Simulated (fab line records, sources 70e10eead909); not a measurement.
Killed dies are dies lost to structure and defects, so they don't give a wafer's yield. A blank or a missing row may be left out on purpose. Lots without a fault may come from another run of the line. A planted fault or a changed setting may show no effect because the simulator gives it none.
Chamber matching | flow nand_harc | NHARC_A_CHANNEL_FILL_D1_ALD_16 on ald_hk-02: 4 sister chambers
The step deposits SiO2, target thk 1.5 nm, pulse time 10 s, ald cycles 15. 8 wafers are shown with their chamber, then 7 later ones without.

WAFERS WITH THEIR CHAMBER
wafer  | chamber | heater_power_w (W) | precursor_pulse_height_rel
L079.1 | 2       | 482                | 0.991
L079.2 | 3       | 461                | 1.007
L083.3 | 3       | 468                | 1.008
L082.1 | 0       | 489                | 1.038
L082.3 | 1       | 451                | 1.007
L082.5 | 2       | 474                | 1.005
L090.2 | 1       | 460                | 1.018
L090.4 | 0       | 487                | 1.013

WAFERS WITHOUT THEIR CHAMBER
wafer  | heater_power_w (W) | precursor_pulse_height_rel
L090.6 | 474                | 1.003
L095.2 | 437                | 1.000
L095.3 | 472                | 1.005
L095.6 | 448                | 1.014
L094.4 | 448                | 0.997
L094.5 | 450                | 0.985
L094.6 | 485                | 1.005

WHICH CHAMBER EACH WENT THROUGH
wafer  | from the rows above     | in truth
L090.6 | can't be placed: 2 or 3 | 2
L095.2 | can't be placed: 1 or 3 | 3
L095.3 | can't be placed: 2 or 3 | 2
L095.6 | can't be placed: 1 or 3 | 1
L094.4 | can't be placed: 1 or 3 | 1
L094.5 | can't be placed: 1 or 3 | 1
L094.6 | can't be placed: 2 or 0 | 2
Placed correctly: 0 of 7. Can't be placed from these rows: 7 (the true chamber is among the candidates in 7). Placed wrongly: 0.
How it was worked out, from the rows above alone: a wafer's distance from a chamber is the root of the sum, over the readings, of the square of ((its reading less the chamber's mean) divided by the reading's scatter). The wafer belongs to the nearest chamber; if the next one is less than 2 further off, it can't be placed. A chamber's mean is the mean of its shown wafers. The scatter: the root of (the sum of the squares of (reading less its chamber's mean) over the shown wafers, divided by (wafers less chambers)).
